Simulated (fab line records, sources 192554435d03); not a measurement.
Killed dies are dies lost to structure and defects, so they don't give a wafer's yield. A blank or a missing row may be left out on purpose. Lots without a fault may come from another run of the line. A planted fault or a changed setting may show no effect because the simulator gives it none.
Split-lot experiment | flow n5_finfet | 7 lots, 21 wafers read, on a route of 1938 steps

THE SPLIT
At N5_HKMG_FIN_COAT_43 (resist thk 90 nm), the setting spin_rpm was moved away from the recipe's 1500 rpm on 4 of the 21 wafers read, by -9.1% to +10.9%. The other wafers ran this setting at the recipe's value.

The file shows no step between the split and the reading.

THE READING
CAR-ArF_of_HKMG_FIN_COAT_43.thk_nm (the simulator's own value, which no gauge read), in nm, at N5_HKMG_FIN_DEVELOP_48 (develop time 30 s). The file gives no usual value for it. The 17 wafers here that ran the recipe average 88.2 nm, standard deviation 0.24 nm.

wafer  | tool, chamber at the split | spin_rpm as run, rpm | against the recipe | CAR-ArF_of_HKMG_FIN_COAT_43.thk_nm, nm | against lot-mates on the recipe
L074.1 | litho_track-01, 0          | 1500                 | recipe             | 88                                     | -
L074.6 | litho_track-01, 0          | 1500                 | recipe             | 88                                     | -
L074.5 | litho_track-01, 0          | 1500                 | recipe             | 88                                     | -
L076.4 | litho_track-02, 0          | 1500                 | recipe             | 88.4                                   | -
L076.5 | litho_track-02, 0          | 1500                 | recipe             | 88                                     | -
L076.6 | litho_track-02, 0          | 1500                 | recipe             | 88.6                                   | -
L081.3 | litho_track-01, 0          | 1500                 | recipe             | 87.8                                   | -
L081.5 | litho_track-01, 0          | 1364                 | -9.1%              | 92.4                                   | +4.5
L081.6 | litho_track-01, 0          | 1500                 | recipe             | 88                                     | -
L086.1 | litho_track-02, 0          | 1444                 | -3.7%              | 90.2                                   | +1.8
L086.3 | litho_track-02, 0          | 1500                 | recipe             | 88.4                                   | -
L086.6 | litho_track-02, 0          | 1444                 | -3.7%              | 90                                     | +1.6
L089.1 | litho_track-02, 0          | 1500                 | recipe             | 88.2                                   | -
L089.4 | litho_track-02, 0          | 1500                 | recipe             | 88.2                                   | -
L089.2 | litho_track-02, 0          | 1500                 | recipe             | 88                                     | -
L090.1 | litho_track-02, 0          | 1500                 | recipe             | 88.4                                   | -
L090.3 | litho_track-02, 0          | 1500                 | recipe             | 88.4                                   | -
L090.5 | litho_track-02, 0          | 1500                 | recipe             | 88.4                                   | -
L091.2 | litho_track-01, 0          | 1663                 | +10.9%             | 83.8                                   | -4.7
L091.4 | litho_track-01, 0          | 1500                 | recipe             | 88.4                                   | -
L091.5 | litho_track-01, 0          | 1500                 | recipe             | 88.6                                   | -

THE FIT
A straight line over all 21 wafers: CAR-ArF_of_HKMG_FIN_COAT_43.thk_nm changes by -0.437 nm for each +1% of spin_rpm; r = -0.99; the points scatter about the line by 0.25 nm.
The same after taking each lot's own level away (the mean of its wafers on the recipe; 21 wafers): -0.458 nm for each +1%; r = -1.00; scatter 0.15 nm.
On that fit, the largest move of spin_rpm shifts the reading by 5 nm.
The lots' own levels span 87.90 to 88.50 nm, that is 2.5 times the standard deviation above.
So the lot-to-lot level changes the slope little: the two slopes agree.
Check: with one of the wafers moved furthest among these (+10.9%) left out of the fit, the line predicts -5.3 nm for it against its lot-mates. It came out at -4.7 nm against them.

OTHER SPLITS ON THESE WAFERS
These wafers also went through other splits before the reading. Each is held against what the fit with the lots' levels taken away leaves over:
other split on the same wafers | wafers away from the commonest value | r with CAR-ArF_of_HKMG_FIN_COAT_43.thk_nm (lot level and that fit taken away)
N5_SD_ACTIVATION_LSA_01 temp_c | 8                                    | -0.18
N5_SDB_COAT_03 spin_rpm        | 5                                    | +0.29
N5_SDB_COAT_05 spin_rpm        | 2                                    | +0.23

THE WHOLE CHAIN: every reading that the file lists as answering this split, in the file's order
step                   | what it does      | reading                                                                             | change (the file's fit)               | r (the file's)
N5_HKMG_FIN_COAT_43    | resist thk 90 nm  | CAR-ArF_of_HKMG_FIN_COAT_43.thk_nm (the simulator's own value, which no gauge read) | -0.45 nm for each +1% of the setting  | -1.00
N5_HKMG_FIN_DEVELOP_48 | develop time 30 s | CAR-ArF_of_HKMG_FIN_COAT_43.thk_nm (the simulator's own value, which no gauge read) | -0.458 nm for each +1% of the setting | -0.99

THE FILE'S OWN FIT
CAR-ArF_of_HKMG_FIN_COAT_43.thk_nm changes by -0.458 nm for each +1% of spin_rpm, r = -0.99.
